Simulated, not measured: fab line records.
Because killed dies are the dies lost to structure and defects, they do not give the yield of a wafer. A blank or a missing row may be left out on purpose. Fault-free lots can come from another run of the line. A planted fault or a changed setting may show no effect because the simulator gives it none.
Comparing a struck lot with a sound one :: flow nand harc :: 21 out of 1159 route steps
Sound: wafers L741.1, L741.2, L741.6. Struck: wafer L755.1 (left out: L755.2, L755.6 of the same lot, which were not struck); the cause appears at the end.
For every step that has rows: the tool of each side, followed by ch and its chambers, followed by its first start. Under that, the readings that differ: sound wafers :: struck wafers :: difference of the means :: sigmas: that difference in standard deviations of wafers without a fault.
alike: same words and numbers on both sides, and readings whose means sit less than 2 such deviations apart. not compared: any withheld reading, any reading some wafer has no value for, any bound like >300 that may hide the same value, and any number with overlapping values for which the record gives no deviation.
The two part at a step that has a row with sigmas, a row that says differs or no value, or rows on one side only. Numbers that don't overlap but have no deviation are shown without sigmas and don't part them. Lack of a reading on every wafer of one side parts them only where that side has two or more wafers.

NHARC_P_CONTACT_CMP_24: polishes, t overpolish 30 s, target thk 200 nm.
  sound on cmp-04 ch 0,1, day 5 20:10; struck on cmp-04 ch 3, day 8 22:16
  alike: motor current A, overpolish run s, retaining ring pressure frac, slurry filter dp kPa, time to endpoint s
next, for these wafers, 1 step has no rows: NHARC_P_CONTACT_SRD_26.
NHARC_P_CONTACT_INSPECT_27:
  sound: defect inspect-01 at day 5 20:34; struck: defect inspect-02 at day 8 22:37
  alike: raw defect count
then, 8 steps without rows for these wafers: NHARC_P_M0_DEP_00 (deposits SiOC, target thk 150 nm); NHARC_P_M0_DEHYDRATE_01 (time 120 s); NHARC_P_M0_HMDS_02 (time 30 s); NHARC_P_M0_COAT_33 (time 65 s); NHARC_P_M0_COAT_03 (resist thk 90 nm); NHARC_P_M0_SOFTBAKE_04 (time 55 s); NHARC_P_M0_EBR_05; NHARC_P_M0_EXPOSE_06 (exposes mask P M0, target cd 90 nm).
NHARC_P_M0_PEB_07: peb time 65 s.
  sound on litho track-01 ch 0, day 5 21:23; struck on litho track-01 ch 0, day 8 23:26
reading: exhaust pa (Pa)
sound: 43.8 44.5 45.8
struck: 46.5
difference: +1.8
sigmas: +2

reading: heater power total W (W)
sound: 156.1 157.1 156.9
struck: 163.4
difference: +6.7
sigmas: +16
  alike: resist line temp C
then, 1 step without rows for these wafers: NHARC_P_M0_DEVELOP_08 (develop time 35 s).
NHARC_P_M0_CD_MEAS_09 targets a cd of 90 nm.
  sound on cd sem-01 ch 0, day 5 21:28; struck on cd sem-01 ch 0, day 8 23:31
reading: cd nm (nm)
sound: 90.4 89.2 88.9
struck: 85.7
difference: -3.8
sigmas: -6
NHARC_P_M0_OVL_MEAS_10: pitch 180 nm.
  sound: overlay-01 at day 5 21:33; struck: overlay-01 at day 8 23:36
reading: overlay x nm (nm)
sound: -1.5 -1.7 -1.2
struck: 0.1
difference: +1.6
sigmas: +2
  alike: overlay y nm
NHARC_P_M0_INSPECT_11:
  sound: defect inspect-01 at day 5 21:35; struck: defect inspect-02 at day 8 23:38
  alike: raw defect count
NHARC_P_M0_DESCUM_14: chemistry O2, time 3 s.
  sound on rie diel-09 ch 1,2, day 5 21:39; struck on rie diel-09 ch 2, day 8 23:42
reading: rf vpp V (V)
sound: 57.1 56.7 58.1
struck: 60.5
difference: +3.2
sigmas: +3

reading: model.P_M0.cd nm (nm)
sound: 90.8 88.86 89.27
struck: 85.91
difference: -3.73
sigmas: 
  alike: drypump motor current A, oes product au, showerhead plenum p Torr, throttle valve pct
  not compared: rf hours counter h
NHARC_P_M0_ETCH_34: etches the open film in N2/H2, target depth 40 nm, overetch 12 nm, time 43.94 s.
  sound on rie diel-09 ch 0,3, day 5 21:44; struck on rie diel-09 ch 1, day 8 23:47
reading: rf vpp V (V)
sound: 426.3 428.0 427.4
struck: 433.1
difference: +5.9
sigmas: +2

reading: showerhead plenum p Torr (Torr)
sound: 1.95 1.97 1.95
struck: 2.16
difference: +0.20
sigmas: +2
  alike: drypump motor current A, oes product au, throttle valve pct
  not compared: rf hours counter h
NHARC_P_M0_ETCH_15: etches the open film in C4F8/Ar, target depth 150 nm, overetch 15 nm, time 82.5 s.
  sound: rie diel-09 ch 0,3; struck: rie diel-09 ch 1
reading: oes product au (a.u.)
sound: 0.966 0.944 0.956
struck: 0.903
difference: -0.052
sigmas: -2

reading: rf vpp V (V)
sound: 438.1 437.8 439.1
struck: 444.1
difference: +5.8
sigmas: +2

reading: model.P_M0.cd nm (nm)
sound: 91.05 89.04 89.51
struck: 86.33
difference: -3.54
sigmas: 
  not compared: rf hours counter h
NHARC_P_M0_CD_MEAS_16:
  sound: cd sem-03 at day 5 21:58; struck: cd sem-01 at day 9 00:00
reading: cd nm (nm)
sound: 91.1 89.1 89.6
struck: 86.3
difference: -3.6
sigmas: -4
-- record jumps: 14 days between struck wafers' starts before vs after; left off in module P_M0, resumes in module END, first step shown is number 1159 of the route --
NHARC_END_SORT_01:
  sound on prober-01 ch 0, day 19 09:55; struck on prober-01 ch 0, day 22 21:04
  alike: defect limited yield, killed at array, killed at other, killed at periphery, killed dies, killed open, killed short, sort_bin_2_pct, sort_bin_3_pct, sort_bin_4_pct, sort n pass, sort rim yield pct, sort yield pct

## WHERE THEY PART
At NHARC_P_M0_PEB_07 first; at NHARC_P_M0_CD_MEAS_16 last (within this record only). Later steps at which nothing parts them and some readings are alike: NHARC_END_SORT_01.

WHY: the cause the simulator had injected
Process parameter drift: litho track-01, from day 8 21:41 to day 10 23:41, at NHARC_P_M0_PEB_07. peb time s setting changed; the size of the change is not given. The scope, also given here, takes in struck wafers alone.
